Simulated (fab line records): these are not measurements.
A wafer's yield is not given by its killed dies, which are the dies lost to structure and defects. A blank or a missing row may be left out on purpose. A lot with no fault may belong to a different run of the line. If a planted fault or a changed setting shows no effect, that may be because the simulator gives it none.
Split-lot study	flow n5-finfet	7 lots, 39 wafers read, on a route of 1938 steps

THE SPLIT
At N5_MOL_CONTACT_COAG_ETCH_110 (etches Si in CF4/O2, target depth 2.5 nm, time 8 s), the setting bias-w was moved away from the recipe's 12 W on 18 of the 39 wafers read, by +9.9% to +17.0%. For the rest of the wafers, this setting stayed at what the recipe calls for.

The split's own step is where the reading is taken.

THE READING
rf-vpp-V, in V, at N5_MOL_CONTACT_COAG_ETCH_110 (etches Si in CF4/O2, target depth 2.5 nm, time 8 s). Typical for fault-free wafers on this fab line: 127.7 V, with standard deviation 2.4 V.

wafer	tool, chamber at the split	bias-w as run, W	against the recipe	rf-vpp-V, V	against lot-mates on the recipe
L079.1	rie-diel-04, 1	12	recipe	124.4	-
L079.2	rie-diel-04, 2	12	recipe	128.1	-
L079.3	rie-diel-04, 0	12	recipe	127.3	-
L079.4	rie-diel-04, 3	13.26	+10.5%	137.1	+10.5
L079.5	rie-diel-04, 3	13.26	+10.5%	137.7	+11.1
L079.6	rie-diel-04, 2	13.26	+10.5%	138.5	+11.9
L087.1	rie-diel-04, 1	13.19	+9.9%	137.3	+10.0
L087.2	rie-diel-04, 2	12	recipe	126.4	-
L087.3	rie-diel-04, 3	12	recipe	127.7	-
L087.4	rie-diel-04, 0	12	recipe	127.9	-
L087.5	rie-diel-04, 3	13.19	+9.9%	138.1	+10.8
L087.6	rie-diel-04, 0	13.19	+9.9%	137.0	+9.7
L090.1	rie-diel-05, 3	12	recipe	126.9	-
L090.2	rie-diel-05, 1	13.2	+10.0%	138.7	+11.9
L090.3	rie-diel-05, 0	13.2	+10.0%	135.4	+8.6
L090.4	rie-diel-05, 2	13.2	+10.0%	141.5	+14.7
L090.5	rie-diel-05, 3	12	recipe	125.9	-
L090.6	rie-diel-05, 0	12	recipe	127.7	-
L094.1	rie-diel-05, 2	13.99	+16.6%	148.1	+19.6
L094.2	rie-diel-05, 1	13.99	+16.6%	146.1	+17.6
L094.3	rie-diel-05, 3	13.99	+16.6%	144.4	+15.9
L094.4	rie-diel-05, 0	12	recipe	127.2	-
L094.5	rie-diel-05, 1	12	recipe	127.7	-
L094.6	rie-diel-05, 2	12	recipe	130.6	-
L095.3	rie-diel-05, 2	12	recipe	130.6	-
L095.4	rie-diel-05, 1	12	recipe	127.8	-
L095.6	rie-diel-05, 1	12	recipe	127.6	-
L096.1	rie-diel-04, 0	12	recipe	126.4	-
L096.2	rie-diel-04, 1	14.04	+17.0%	144.3	+17.3
L096.3	rie-diel-04, 3	12	recipe	127.4	-
L096.4	rie-diel-04, 2	14.04	+17.0%	144.3	+17.3
L096.5	rie-diel-04, 0	12	recipe	127.2	-
L096.6	rie-diel-04, 3	14.04	+17.0%	144.8	+17.8
L097.1	rie-diel-04, 0	13.73	+14.4%	141.0	+14.9
L097.2	rie-diel-04, 1	12	recipe	125.4	-
L097.3	rie-diel-04, 2	12	recipe	125.8	-
L097.4	rie-diel-04, 3	13.73	+14.4%	142.2	+16.1
L097.5	rie-diel-04, 1	12	recipe	127.0	-
L097.6	rie-diel-04, 2	13.73	+14.4%	141.6	+15.5

THE FIT
A straight line over all 39 wafers: rf-vpp-V changes by +1.05 V for each +1% of bias-w; r = +0.98; the points scatter about the line by 1.5 V.
The same after taking each lot's own level away (the mean of its wafers on the recipe; 39 wafers): +1.06 V for each +1%; r = +0.99; scatter 1.3 V.
According to that fit, moving bias-w by its largest amount changes the reading by 18 V.
Measured against the standard deviation above, the lots' own levels, which go from 126.07 to 128.67 V, span 1.1 times it.
Consequently the slope shifts little with the lot-to-lot level, the two slopes agreeing.
Check: for one of the wafers moved furthest among these (+17.0%), held out of the fit, the line's prediction against its lot-mates is +18.1 V. Against them it came out at +17.3 V.
Tool readings at the split's step, against how far the setting was moved: rf-vpp-V r = +0.98.

OTHER SPLITS ON THESE WAFERS
Note: prior to the reading, these wafers also went through further splits. Each is held against what the fit with the lots' levels taken away leaves over:
other split on the same wafers	wafers away from the commonest value	r with rf-vpp-V (lot level and that fit taken away)
N5_PMOS_HMC_CHANNEL_EPI_FIN_RECESS_16 time-s	12	-0.05
N5_SD_EPI_N_ETCH_35 time-s	15	+0.24

FILE'S OWN FIT
rf-vpp-V changes by +1.06 V for each +1% of bias-w, r = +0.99.
